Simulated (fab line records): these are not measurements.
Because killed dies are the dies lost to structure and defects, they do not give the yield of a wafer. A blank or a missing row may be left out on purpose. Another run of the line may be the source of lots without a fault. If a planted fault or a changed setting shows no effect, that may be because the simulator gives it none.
Matching of chambers || flow nandHarc || rieSi-03 running NHARC_A_DECK1_JOINT_ETCHBACK_00: 4 sister chambers
The step etches the open film in HBr, target depth 30 nm, time 17.4 s. 4 wafers are shown with their chamber, then 10 later ones without.

== WAFERS, EACH WITH ITS CHAMBER ==
{"wafer": "L887.5", "chamber": 1, "drypumpMotorCurrentA (A)": 5.8}
{"wafer": "L888.6", "chamber": 0, "drypumpMotorCurrentA (A)": 6.7}
{"wafer": "L890.3", "chamber": 3, "drypumpMotorCurrentA (A)": 5.2}
{"wafer": "L892.5", "chamber": 2, "drypumpMotorCurrentA (A)": 5.3}

== WAFERS WITHOUT THEIR CHAMBER ==
{"wafer": "L892.6", "drypumpMotorCurrentA (A)": 5.2}
{"wafer": "L894.3", "drypumpMotorCurrentA (A)": 5.7}
{"wafer": "L894.5", "drypumpMotorCurrentA (A)": 6.7}
{"wafer": "L894.6", "drypumpMotorCurrentA (A)": 5.8}
{"wafer": "L899.1", "drypumpMotorCurrentA (A)": 5.7}
{"wafer": "L899.2", "drypumpMotorCurrentA (A)": 6.7}
{"wafer": "L899.3", "drypumpMotorCurrentA (A)": 5.2}
{"wafer": "L900.2", "drypumpMotorCurrentA (A)": 5.2}
{"wafer": "L900.4", "drypumpMotorCurrentA (A)": 6.7}
{"wafer": "L900.6", "drypumpMotorCurrentA (A)": 5.8}

== EACH ONE'S CHAMBER ==
{"wafer": "L892.6", "from the rows above": 3, "in truth": 3}
{"wafer": "L894.3", "from the rows above": 1, "in truth": 1}
{"wafer": "L894.5", "from the rows above": 0, "in truth": 0}
{"wafer": "L894.6", "from the rows above": 1, "in truth": 1}
{"wafer": "L899.1", "from the rows above": 1, "in truth": 1}
{"wafer": "L899.2", "from the rows above": 0, "in truth": 0}
{"wafer": "L899.3", "from the rows above": 3, "in truth": 3}
{"wafer": "L900.2", "from the rows above": 3, "in truth": 3}
{"wafer": "L900.4", "from the rows above": 0, "in truth": 0}
{"wafer": "L900.6", "from the rows above": 1, "in truth": 1}
10 of 10 placed correctly. Number that these rows cannot place: 0. Number placed wrongly: 0.
How it was worked out, from the rows above alone: a wafer's distance from a chamber is the root of the sum, over the readings, of the square of ((its reading less the chamber's mean) divided by the reading's scatter). If the next closest chamber is less than 2 further off than the closest, the wafer can't be placed; otherwise it belongs to the closest. Each chamber's mean is taken over the wafers shown for it. The scatter (one wafer shown for each chamber): square how far every hidden wafer sits from the nearest shown wafer, average those squares and take the square root.
